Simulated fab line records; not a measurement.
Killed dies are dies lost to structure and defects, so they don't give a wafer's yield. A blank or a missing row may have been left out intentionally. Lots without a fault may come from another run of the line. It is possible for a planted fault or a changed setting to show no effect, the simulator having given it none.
Chamber matching | flow n5_finfet | rie_diel-06 running N5_BEOL_M0_ETCH_128: 4 sister chambers
The step etches SiCN in CF4/N2, target depth 12 nm, overetch 5.1 nm, time 21.4 s. 7 wafers are shown with their chamber, then 8 later ones without.

WAFERS, EACH WITH ITS CHAMBER
wafer  | chamber | showerhead_plenum_p_Torr (Torr) | throttle_valve_pct (%)
L081.5 | 3       | 2.26                            | 15.38
L083.1 | 0       | 2.32                            | 15.49
L083.3 | 2       | 2.19                            | 15.42
L086.4 | 1       | 2.26                            | 15.77
L086.5 | 2       | 2.19                            | 15.42
L086.6 | 1       | 2.26                            | 15.76
L092.1 | 3       | 2.25                            | 15.42

WAFERS MISSING THEIR CHAMBER
wafer  | showerhead_plenum_p_Torr (Torr) | throttle_valve_pct (%)
L092.4 | 2.19                            | 15.43
L092.5 | 2.19                            | 15.42
L091.1 | 2.25                            | 15.41
L091.3 | 2.19                            | 15.44
L091.4 | 2.25                            | 15.42
L093.1 | 2.18                            | 15.45
L093.4 | 2.25                            | 15.43
L093.5 | 2.31                            | 15.54

CHAMBER TAKEN BY EACH
wafer  | from the rows above | in truth
L092.4 | 2                   | 2
L092.5 | 2                   | 2
L091.1 | 3                   | 3
L091.3 | 2                   | 2
L091.4 | 3                   | 3
L093.1 | 2                   | 2
L093.4 | 3                   | 3
L093.5 | 0                   | 0
Correct placement for 8 of the 8. From these rows, 0 cannot be placed. Wrongly placed: 0.
How it was worked out, from the rows above alone: a wafer's distance from a chamber is the root of the sum, over the readings, of the square of ((its reading less the chamber's mean) divided by the reading's scatter). The wafer belongs to the nearest chamber; if the next one is less than 2 further off, it can't be placed. For every chamber, the mean is computed from those of its wafers that are shown. How the scatter is found: for the shown wafers, subtract from each reading the mean of its chamber, square and add these, divide the total by (wafers less chambers), then take the root.
